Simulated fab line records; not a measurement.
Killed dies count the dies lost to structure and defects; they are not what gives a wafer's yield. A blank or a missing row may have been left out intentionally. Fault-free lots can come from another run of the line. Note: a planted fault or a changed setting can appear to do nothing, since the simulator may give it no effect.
Split-lot study | flow n5-finfet | 21 wafers read across 7 lots, on a route 1938 steps long

## THE SPLIT ITSELF
At N5_BEOL_M15_COAT_04 (resist thk 800 nm), the setting spin-rpm was moved away from the recipe's 1704 rpm on 6 of the 21 wafers read, by -6.9% to +9.6%. This setting was run at the recipe's value on the other wafers.

The split's own step is where the reading is taken.

## THE READING
coat_of_BEOL_M15_COAT_04.thk-nm (the simulator's own value, which no gauge read), in nm, at N5_BEOL_M15_COAT_04 (resist thk 800 nm). The file gives no usual value for it. Across the 15 wafers here that went through the recipe, the average is 800.3 nm and the standard deviation 1.8 nm.

wafer  | tool, chamber at the split | spin-rpm as run, rpm | against the recipe | coat_of_BEOL_M15_COAT_04.thk-nm, nm | against lot-mates on the recipe
L078.1 | litho-track-04, 0          | 1704                 | recipe             | 799.2                               | -
L078.2 | litho-track-04, 0          | 1587                 | -6.9%              | 830.4                               | +31.2
L078.6 | litho-track-04, 0          | 1587                 | -6.9%              | 831                                 | +31.8
L079.4 | litho-track-03, 0          | 1704                 | recipe             | 798                                 | -
L079.5 | litho-track-03, 0          | 1602                 | -6.0%              | 822.6                               | +23.7
L079.6 | litho-track-03, 0          | 1704                 | recipe             | 799.8                               | -
L082.2 | litho-track-04, 0          | 1704                 | recipe             | 801.6                               | -
L082.4 | litho-track-04, 0          | 1704                 | recipe             | 799.4                               | -
L082.6 | litho-track-04, 0          | 1704                 | recipe             | 797.4                               | -
L088.2 | litho-track-05, 0          | 1704                 | recipe             | 798.8                               | -
L088.5 | litho-track-05, 0          | 1704                 | recipe             | 801.6                               | -
L088.6 | litho-track-05, 0          | 1704                 | recipe             | 798.4                               | -
L090.2 | litho-track-03, 0          | 1704                 | recipe             | 804                                 | -
L090.3 | litho-track-03, 0          | 1868                 | +9.6%              | 768                                 | -36.0
L090.6 | litho-track-03, 0          | 1868                 | +9.6%              | 767.2                               | -36.8
L092.1 | litho-track-03, 0          | 1704                 | recipe             | 801.8                               | -
L092.5 | litho-track-03, 0          | 1704                 | recipe             | 800.2                               | -
L092.6 | litho-track-03, 0          | 1704                 | recipe             | 800.8                               | -
L094.3 | litho-track-04, 0          | 1704                 | recipe             | 801.8                               | -
L094.5 | litho-track-04, 0          | 1818                 | +6.7%              | 775.2                               | -26.8
L094.6 | litho-track-04, 0          | 1704                 | recipe             | 802.2                               | -

FIT RESULTS
A straight line over all 21 wafers: coat_of_BEOL_M15_COAT_04.thk-nm changes by -3.76 nm for each +1% of spin-rpm; r = -0.99; the points scatter about the line by 2.3 nm.
The same after taking each lot's own level away (the mean of its wafers on the recipe; 21 wafers): -4.05 nm for each +1%; r = -1.00; scatter 1.7 nm.
According to that fit, moving spin-rpm by its largest amount changes the reading by 39 nm.
Across the lots, their own levels run from 798.90 to 804.00 nm, a range of 2.9 times the standard deviation given above.
The two slopes are in agreement: the lot-to-lot level therefore moves the slope only a little.
Check: -39.4 nm against its lot-mates is what the line predicts for one of the wafers moved furthest among these (+9.6%) when that wafer is left out of the fit. It came out at -36 nm against them.

## FILE'S OWN FIT
coat_of_BEOL_M15_COAT_04.thk-nm changes by -4.03 nm for each +1% of spin-rpm, r = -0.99.
